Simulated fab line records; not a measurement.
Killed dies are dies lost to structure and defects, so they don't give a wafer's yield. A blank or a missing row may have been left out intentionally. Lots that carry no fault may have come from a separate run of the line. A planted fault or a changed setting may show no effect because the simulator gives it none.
fab line records | flow n5_finfet | part 2 of 2: steps 16 to 16 of 16
[record] lots = 7 wafers = 21 last_day = 20
route steps=1938 shown BEOL_M4@1069 PASSIVATION@1936
lots with no fault: from the same line, run without faults
start_h: hours from the record's opening day to when the first of the lot's shown wafers began | wait_h: hours since the lot's step before | " identical to the entry in the row above | L1.1+2: several wafers, shown together as one row | - no value, or no start given | * or withheld: withheld | < > ~ a bound
route shown NAME@n: NAME is a module with steps in the file, n the number in the route of the first one | usual: the fault-free wafers' mean and standard deviation | same: alike in all rows | chamber/n: place in a boat | sites: per-site readings | _std_site: standard deviation across them | _edge_site: outer sites' mean less inner sites' | radius_mm: for every site, how far away it sits from the centre of the wafer | mask NAME#n: copy n | behind: the most recent tool/chamber to have shaped the wafer | hold: what put the lot on hold/how long, in hours/how the hold closed | device: whichever transistor did not switch (one of n, p or np) | end of line: the route-end tests of the same wafers | a step given without rows: its recipe and nothing more | killed: the dies lost at the first sort to structure and to defects; this is not the yield of the wafer | map: a wafer's dies, x killed, . not, _ none there
set.NAME: the setting as run; set.NAME@STEP: as run at that earlier step | model.NAME: the simulator's own value behind a step, which no gauge read
certain route steps with their lots: each step a table, each wafer a row
services: the hour from which a tool's chamber was out of use, counted from the record's first day as start_h (under 0 if before that day), plus the number of hours and why
[[steps]]
[step N5_PASSIVATION_PROBE_49]
[usual] defect_limited_yield = 91.2/1.6 killed_at_M0_to_M3 = 33/11 killed_at_M4_up = 14/5 killed_at_contacts = 12/5.8 killed_at_front_end = 41/12 killed_at_other = 3.5/2.9 killed_dies = 104/19 killed_on_rim = 13/4.2 killed_open = 68/14 killed_short = 34/8.8 sort_bin_4_leakage = 0.00/0.017 sort_bin_5_function = 5.2/1.1 sort_bin_6_memory = 3.2/0.71 sort_n_pass = 1076/19 sort_yield_pct = 91.2/1.6
[same] gross_dies = 1180 killed_at_back_side = 0 sort_bin_8_speed[%] = 0
// columns lot.wafer tool chamber start_h wait_h defect_limited_yield[%] killed_at_M0_to_M3 killed_at_M4_up killed_at_contacts killed_at_front_end killed_at_other killed_dies killed_on_rim killed_open killed_short sort_bin_4_leakage[%] sort_bin_5_function[%] sort_bin_6_memory[%] sort_n_pass sort_yield_pct[%]
L518.1 prober-01 - 342.03 0.0 92.9 32 14 6 26 6 84 11 58 26 0 3.8 3.1 1096 92.9
L518.2 prober-01 - 342.08 0.1 94.0 21 13 12 20 5 71 3 42 29 0 3.1 2.7 1109 94.0
L518.5 prober-01 - 342.23 0.2 93.6 35 9 8 21 2 75 6 57 18 0 4.1 2.3 1105 93.6
L527.1 prober-02 - 391.28 0.0 89.9 27 18 7 65 2 119 16 81 38 0 5.4 4.4 1061 89.9
L527.4 prober-02 - 391.43 0.2 93.0 18 19 13 31 2 83 13 56 22 0 4.1 2.4 1097 93.0
L527.5 prober-02 - 391.48 0.2 91.2 31 11 8 45 9 104 9 66 38 0 5.4 3.1 1076 91.2
L523.2 prober-01 - 406.60 0.1 0 54 1072 3 50 1 1180 152 75 48 89.07 5.4 4.5 0 0
L523.3 prober-01 - 406.65 0.1 0 55 1060 7 56 2 1180 152 81 57 88.31 7.5 3.8 0 0
L523.4 prober-01 - 406.70 0.2 0 42 1092 2 41 3 1180 152 62 46 90.76 4.9 3.6 0 0
L526.2 prober-01 - 411.12 0.1 0 30 1091 11 48 0 1180 152 70 30 91.44 5.0 3.1 0 0
L526.3 prober-01 - 411.17 0.1 0 40 1083 19 35 3 1180 152 68 35 90.51 5.9 2.6 0 0
L526.6 prober-01 - 411.32 0.3 0 50 1045 19 65 1 1180 152 101 29 87.88 6.5 4.4 0 0
L530.4 prober-01 - 416.33 0.2 0 25 1095 2 52 6 1180 152 59 43 91.36 4.7 3.6 0 0
L530.5 prober-01 - 416.38 0.2 0 48 1071 18 41 2 1180 152 84 38 89.58 6.2 3.8 0 0
L530.6 prober-01 - 416.43 0.3 0 41 1082 14 36 7 1180 152 74 28 90.85 5.2 3.2 0 0
L536.2 prober-02 - 452.85 0.1 87.5 37 19 23 60 9 148 18 94 54 0 8.3 3.9 1032 87.5
L536.5 prober-02 - 453.00 0.2 90.3 24 9 17 61 3 114 11 76 38 0 5.8 3.5 1066 90.3
L536.6 prober-02 - 453.05 0.3 91.4 28 15 10 43 5 101 18 63 38 0 5.6 3.0 1079 91.4
L537.2 prober-01 - 468.95 0.1 90.6 48 12 7 40 4 111 14 68 43 0 5.3 3.5 1069 90.6
L537.3 prober-01 - 469.00 0.1 86.7 59 15 19 51 13 157 22 105 52 0 7.7 5.3 1023 86.7
L537.5 prober-01 - 469.10 0.2 92.1 43 7 13 22 8 93 11 64 29 0 4.6 3.1 1087 92.1
// killed by level:class
L518.1 BEOL_M0_SAQP:geometric_particle:open=9 BEOL_M1:geometric_particle:open=7 FIN_SAQP:geometric_particle:short=6 BEOL_M4:geometric_particle:open=6 FIN_SAQP:geometric_particle:open=5 MOL_CONTACT_COAG:geometric_particle:open=5 PAD_METAL:geometric_particle:open=5 BEOL_M2:geometric_particle:open=4
L518.2 MOL_CONTACT_COAG:geometric_particle:open=10 BEOL_M0_SAQP:geometric_particle:short=8 GATE_CUT:geometric_particle:short=5 BEOL_M4:geometric_particle:open=5 BEOL_M1:geometric_particle:short=4 BEOL_M2:geometric_particle:open=4 STI_FIN_REVEAL:geometric_particle:open=3 FIN_SAQP:geometric_particle:short=2
L518.5 BEOL_M0_SAQP:geometric_particle:open=9 BEOL_M2:geometric_particle:open=8 FIN_SAQP:geometric_particle:open=6 BEOL_M3:geometric_particle:open=6 MOL_CONTACT_COAG:geometric_particle:open=5 BEOL_M0_SAQP:geometric_particle:short=5 BEOL_M4:geometric_particle:open=4 GATE_CUT:geometric_particle:open=4
L527.1 FIN_SAQP:geometric_particle:open=17 FIN_SAQP:geometric_particle:short=12 BEOL_M4:geometric_particle:open=9 STI_FIN_REVEAL:geometric_particle:open=8 BEOL_M0:geometric_particle:open=7 GATE_CUT:geometric_particle:open=6 GATE_CUT:geometric_particle:short=6 MOL_CONTACT_COAG:geometric_particle:open=6
L527.4 MOL_CONTACT_COAG:geometric_particle:open=11 BEOL_M4:geometric_particle:open=11 FIN_SAQP:geometric_particle:open=5 FIN_SAQP:geometric_particle:short=5 STI_FIN_REVEAL:geometric_particle:open=5 GATE_CUT:geometric_particle:open=5 BEOL_M5:geometric_particle:open=5 BEOL_M0_SAQP:geometric_particle:short=4
L527.5 STI_FIN_REVEAL:geometric_particle:open=14 FIN_SAQP:geometric_particle:open=10 BEOL_M0_SAQP:geometric_particle:open=9 FIN_SAQP:geometric_particle:short=7 MOL_CONTACT_COAG:geometric_particle:open=7 BEOL_M0_SAQP:geometric_particle:short=6 BEOL_M2:geometric_particle:open=5 GATE_CUT:geometric_particle:short=4
L523.2 BEOL_M4:area_ald=1024 M4:area_ald=27 BEOL_M0_SAQP:geometric_particle:short=22 BEOL_M0_SAQP:geometric_particle:open=14 FIN_SAQP:geometric_particle:short=13 BEOL_M2:geometric_particle:open=9 DUMMY_GATE:geometric_particle:open=8 FIN_SAQP:geometric_particle:open=6
L523.3 BEOL_M4:area_ald=1023 FIN_SAQP:geometric_particle:short=19 M4:area_ald=19 BEOL_M0_SAQP:geometric_particle:open=17 BEOL_M0_SAQP:geometric_particle:short=16 BEOL_M4:geometric_particle:open=10 BEOL_M1:geometric_particle:open=9 FIN_SAQP:geometric_particle:open=7
L523.4 BEOL_M4:area_ald=1061 BEOL_M0_SAQP:geometric_particle:short=14 FIN_SAQP:geometric_particle:short=13 M4:area_ald=10 DUMMY_GATE:geometric_particle:open=8 BEOL_M0_SAQP:geometric_particle:open=8 BEOL_M4:geometric_particle:open=7 BEOL_M1:geometric_particle:open=5
L526.2 BEOL_M4:area_ald=1060 M4:area_ald=19 BEOL_M2:geometric_particle:open=15 STI_FIN_REVEAL:geometric_particle:open=13 MOL_CONTACT_COAG:geometric_particle:open=10 DUMMY_GATE:geometric_particle:open=7 BEOL_M2:geometric_particle:short=6 STI_FIN_REVEAL:geometric_particle:short=5
L526.3 BEOL_M4:area_ald=1048 M4:area_ald=20 MOL_CONTACT_COAG:geometric_particle:open=17 HKMG_FIN:area_etch=9 BEOL_M2:geometric_particle:open=8 BEOL_M3:geometric_particle:open=7 BEOL_M1:geometric_particle:open=6 DUMMY_GATE:geometric_particle:open=5
L526.6 BEOL_M4:area_ald=1016 BEOL_M2:geometric_particle:open=24 M4:area_ald=21 STI_FIN_REVEAL:geometric_particle:open=20 MOL_CONTACT_COAG:geometric_particle:open=18 HKMG_FIN:area_etch=13 BEOL_M0_SAQP:geometric_particle:open=12 FIN_SAQP:geometric_particle:short=11
L530.4 BEOL_M4:area_ald=1063 M4:area_ald=15 FIN_SAQP:geometric_particle:open=11 FIN_SAQP:geometric_particle:short=11 BEOL_M0_SAQP:geometric_particle:open=11 BEOL_M4:geometric_particle:open=10 BEOL_M0_SAQP:geometric_particle:short=7 GATE_CUT:geometric_particle:short=6
L530.5 BEOL_M4:area_ald=1044 MOL_CONTACT_COAG:geometric_particle:open=18 BEOL_M0_SAQP:geometric_particle:open=13 M4:area_ald=13 BEOL_M3:geometric_particle:open=12 FIN_SAQP:geometric_particle:short=10 BEOL_M0_SAQP:geometric_particle:short=9 DUMMY_GATE:geometric_particle:open=8
L530.6 BEOL_M4:area_ald=1052 M4:area_ald=20 MOL_CONTACT_COAG:geometric_particle:open=12 BEOL_M3:geometric_particle:open=12 FIN_SAQP:geometric_particle:open=11 BEOL_M2:geometric_particle:open=11 FIN_SAQP:geometric_particle:short=8 BEOL_M0_SAQP:geometric_particle:open=8
L536.2 MOL_CONTACT_COAG:geometric_particle:open=15 FIN_SAQP:geometric_particle:short=13 FIN_SAQP:geometric_particle:open=12 DUMMY_GATE:geometric_particle:open=10 BEOL_M0_SAQP:geometric_particle:short=10 BEOL_M4:geometric_particle:open=10 STI_FIN_REVEAL:geometric_particle:open=9 MOL_CONTACT_COAG:geometric_particle:short=8
L536.5 STI_FIN_REVEAL:geometric_particle:open=19 MOL_CONTACT_COAG:geometric_particle:open=14 FIN_SAQP:geometric_particle:short=10 GATE_CUT:geometric_particle:short=8 BEOL_M3:geometric_particle:open=6 FIN_SAQP:geometric_particle:open=5 DUMMY_GATE:geometric_particle:open=5 GATE_CUT:geometric_particle:open=5
L536.6 BEOL_M3:geometric_particle:short=10 STI_FIN_REVEAL:geometric_particle:open=9 MOL_CONTACT_COAG:geometric_particle:open=8 BEOL_M4:geometric_particle:open=7 FIN_SAQP:geometric_particle:open=6 FIN_SAQP:geometric_particle:short=6 BEOL_M3:geometric_particle:open=4 GATE_CUT:geometric_particle:short=4
L537.2 BEOL_M0_SAQP:geometric_particle:open=13 BEOL_M2:geometric_particle:open=13 FIN_SAQP:geometric_particle:short=10 BEOL_M0_SAQP:geometric_particle:short=10 STI_FIN_REVEAL:geometric_particle:open=9 DUMMY_GATE:geometric_particle:open=7 FIN_SAQP:geometric_particle:open=5 MOL_CONTACT_COAG:geometric_particle:open=4
L537.3 STI_FIN_REVEAL:geometric_particle:open=18 MOL_CONTACT_COAG:geometric_particle:open=15 BEOL_M2:geometric_particle:open=14 BEOL_M0_SAQP:geometric_particle:open=13 BEOL_M0_SAQP:geometric_particle:short=11 BEOL_M4:geometric_particle:open=8 FIN_SAQP:geometric_particle:short=7 BEOL_M1:geometric_particle:open=7
L537.5 BEOL_M1:geometric_particle:open=13 BEOL_M2:geometric_particle:open=10 MOL_CONTACT_COAG:geometric_particle:open=9 BEOL_M0_SAQP:geometric_particle:open=8 STI_FIN_REVEAL:geometric_particle:open=6 BEOL_M0_SAQP:geometric_particle:short=6 MOL_CONTACT_COAG:geometric_particle:short=4 FIN_SAQP:geometric_particle:open=3
// map L523.2 (x killed, . not)
_________________xxxxxxxxxxxx________________
______________xxxxxxxxxxxxxxxxxx_____________
___________xxxxxxxxxxxxxxxxxxxxxxxx__________
__________xxxxxxxxxxxxxxxxxxxxxxxxxx_________
________xxxxxxxxxxxxxxxxxxxxxxxxxxxxxx_______
_______xxxxxxxxxxxxxxxxxxxxxxxxxxxxxxxx______
______xxxxxxxxxxxxxxxxxxxxxxxxxxxxxxxxxx_____
_____xxxxxxxxxxxxxxxxxxxxxxxxxxxxxxxxxxxx____
____xxxxxxxxxxxxxxxxxxxxxxxxxxxxxxxxxxxxxx___
___xxxxxxxxxxxxxxxxxxxxxxxxxxxxxxxxxxxxxxxx__
___xxxxxxxxxxxxxxxxxxxxxxxxxxxxxxxxxxxxxxxx__
__xxxxxxxxxxxxxxxxxxxxxxxxxxxxxxxxxxxxxxxxxx_
__xxxxxxxxxxxxxxxxxxxxxxxxxxxxxxxxxxxxxxxxxx_
_xxxxxxxxxxxxxxxxxxxxxxxxxxxxxxxxxxxxxxxxxxxx
_xxxxxxxxxxxxxxxxxxxxxxxxxxxxxxxxxxxxxxxxxxxx
_xxxxxxxxxxxxxxxxxxxxxxxxxxxxxxxxxxxxxxxxxxxx
_xxxxxxxxxxxxxxxxxxxxxxxxxxxxxxxxxxxxxxxxxxxx
_xxxxxxxxxxxxxxxxxxxxxxxxxxxxxxxxxxxxxxxxxxxx
_xxxxxxxxxxxxxxxxxxxxxxxxxxxxxxxxxxxxxxxxxxxx
_xxxxxxxxxxxxxxxxxxxxxxxxxxxxxxxxxxxxxxxxxxxx
_xxxxxxxxxxxxxxxxxxxxxxxxxxxxxxxxxxxxxxxxxxxx
__xxxxxxxxxxxxxxxxxxxxxxxxxxxxxxxxxxxxxxxxxx_
__xxxxxxxxxxxxxxxxxxxxxxxxxxxxxxxxxxxxxxxxxx_
___xxxxxxxxxxxxxxxxxxxxxxxxxxxxxxxxxxxxxxxx__
___xxxxxxxxxxxxxxxxxxxxxxxxxxxxxxxxxxxxxxxx__
____xxxxxxxxxxxxxxxxxxxxxxxxxxxxxxxxxxxxxx___
_____xxxxxxxxxxxxxxxxxxxxxxxxxxxxxxxxxxxx____
______xxxxxxxxxxxxxxxxxxxxxxxxxxxxxxxxxx_____
_______xxxxxxxxxxxxxxxxxxxxxxxxxxxxxxxx______
________xxxxxxxxxxxxxxxxxxxxxxxxxxxxxx_______
__________xxxxxxxxxxxxxxxxxxxxxxxxxx_________
___________xxxxxxxxxxxxxxxxxxxxxxxx__________
______________xxxxxxxxxxxxxxxxxx_____________
_________________xxxxxxxxxxxx________________
// map L526.2 (x killed, . not)
_________________xxxxxxxxxxxx________________
______________xxxxxxxxxxxxxxxxxx_____________
___________xxxxxxxxxxxxxxxxxxxxxxxx__________
__________xxxxxxxxxxxxxxxxxxxxxxxxxx_________
________xxxxxxxxxxxxxxxxxxxxxxxxxxxxxx_______
_______xxxxxxxxxxxxxxxxxxxxxxxxxxxxxxxx______
______xxxxxxxxxxxxxxxxxxxxxxxxxxxxxxxxxx_____
_____xxxxxxxxxxxxxxxxxxxxxxxxxxxxxxxxxxxx____
____xxxxxxxxxxxxxxxxxxxxxxxxxxxxxxxxxxxxxx___
___xxxxxxxxxxxxxxxxxxxxxxxxxxxxxxxxxxxxxxxx__
___xxxxxxxxxxxxxxxxxxxxxxxxxxxxxxxxxxxxxxxx__
__xxxxxxxxxxxxxxxxxxxxxxxxxxxxxxxxxxxxxxxxxx_
__xxxxxxxxxxxxxxxxxxxxxxxxxxxxxxxxxxxxxxxxxx_
_xxxxxxxxxxxxxxxxxxxxxxxxxxxxxxxxxxxxxxxxxxxx
_xxxxxxxxxxxxxxxxxxxxxxxxxxxxxxxxxxxxxxxxxxxx
_xxxxxxxxxxxxxxxxxxxxxxxxxxxxxxxxxxxxxxxxxxxx
_xxxxxxxxxxxxxxxxxxxxxxxxxxxxxxxxxxxxxxxxxxxx
_xxxxxxxxxxxxxxxxxxxxxxxxxxxxxxxxxxxxxxxxxxxx
_xxxxxxxxxxxxxxxxxxxxxxxxxxxxxxxxxxxxxxxxxxxx
_xxxxxxxxxxxxxxxxxxxxxxxxxxxxxxxxxxxxxxxxxxxx
_xxxxxxxxxxxxxxxxxxxxxxxxxxxxxxxxxxxxxxxxxxxx
__xxxxxxxxxxxxxxxxxxxxxxxxxxxxxxxxxxxxxxxxxx_
__xxxxxxxxxxxxxxxxxxxxxxxxxxxxxxxxxxxxxxxxxx_
___xxxxxxxxxxxxxxxxxxxxxxxxxxxxxxxxxxxxxxxx__
___xxxxxxxxxxxxxxxxxxxxxxxxxxxxxxxxxxxxxxxx__
____xxxxxxxxxxxxxxxxxxxxxxxxxxxxxxxxxxxxxx___
_____xxxxxxxxxxxxxxxxxxxxxxxxxxxxxxxxxxxx____
______xxxxxxxxxxxxxxxxxxxxxxxxxxxxxxxxxx_____
_______xxxxxxxxxxxxxxxxxxxxxxxxxxxxxxxx______
________xxxxxxxxxxxxxxxxxxxxxxxxxxxxxx_______
__________xxxxxxxxxxxxxxxxxxxxxxxxxx_________
___________xxxxxxxxxxxxxxxxxxxxxxxx__________
______________xxxxxxxxxxxxxxxxxx_____________
_________________xxxxxxxxxxxx________________
[[services]]
// columns tool chamber start_h hours kind
ald_metal-03 3 208.21 3.4 repair
rie_diel-03 2 231.55 11.5 repair
rie_diel-02 1 247.44 4.9 repair
ald_metal-04 3 256.82 7.7 repair
pvd_sputter-02 - 257.78 8.9 repair
ald_metal-04 1 261.26 26.1 repair
ald_metal-03 2 265.85 3.7 repair
rie_diel-03 0 266.35 - clean
rie_diel-03 0 266.35 - consumable_replace:focus_ring
rie_diel-03 0 266.35 23.3 scheduled_down
rie_diel-03 0 266.35 23.3 vent_cycle
rie_diel-03 2 283.66 7.7 repair
ald_metal-04 - 321.80 1.1 repair
pvd_sputter-02 - 325.03 0.5 repair
ald_metal-01 - 325.06 0.9 repair
ald_metal-04 - 337.25 14.0 pm
ald_metal-04 0 337.25 14.0 vent_cycle
ald_metal-04 1 337.25 14.0 vent_cycle
ald_metal-04 2 337.25 14.0 vent_cycle
ald_metal-04 3 337.25 14.0 vent_cycle
pvd_sputter-02 - 345.96 8.9 repair
ald_metal-04 0 351.25 - clean
ald_metal-04 1 351.25 - clean
ald_metal-01 - 353.25 0.6 repair
[[key]]
[first_sign] step = N5_BEOL_M4_ALD_84 reading = tool_record direction = missing
[effect] step = N5_PASSIVATION_PROBE_49 reading = sort_bin_4_leakage direction = up sigmas = 99+ usual = 0.00 struck = 89.97
[more_kills_born_at] N5_BEOL_M4_ALD_84@ald_metal-04 = 9553
met_at N5_BEOL_M4_ALD_84
struck_wafers L523.2,L523.3,L523.4,L526.2,L526.3,L526.6,L530.4,L530.5,L530.6
later_rows_left_out L523.2,L523.3,L523.4,L526.2,L526.3,L526.6,L530.4,L530.5,L530.6
onset_between 285.39 295.17
[fault] kind = skipped_step_whole tool = ald_metal-04 chamber = - onset_h = 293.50 steps = N5_BEOL_M4_ALD_84 scope = struck_lots_only
// later_rows_left_out: the simulator's readings of these wafers behind a module that went badly wrong aren't trusted and aren't shown, but for the sort
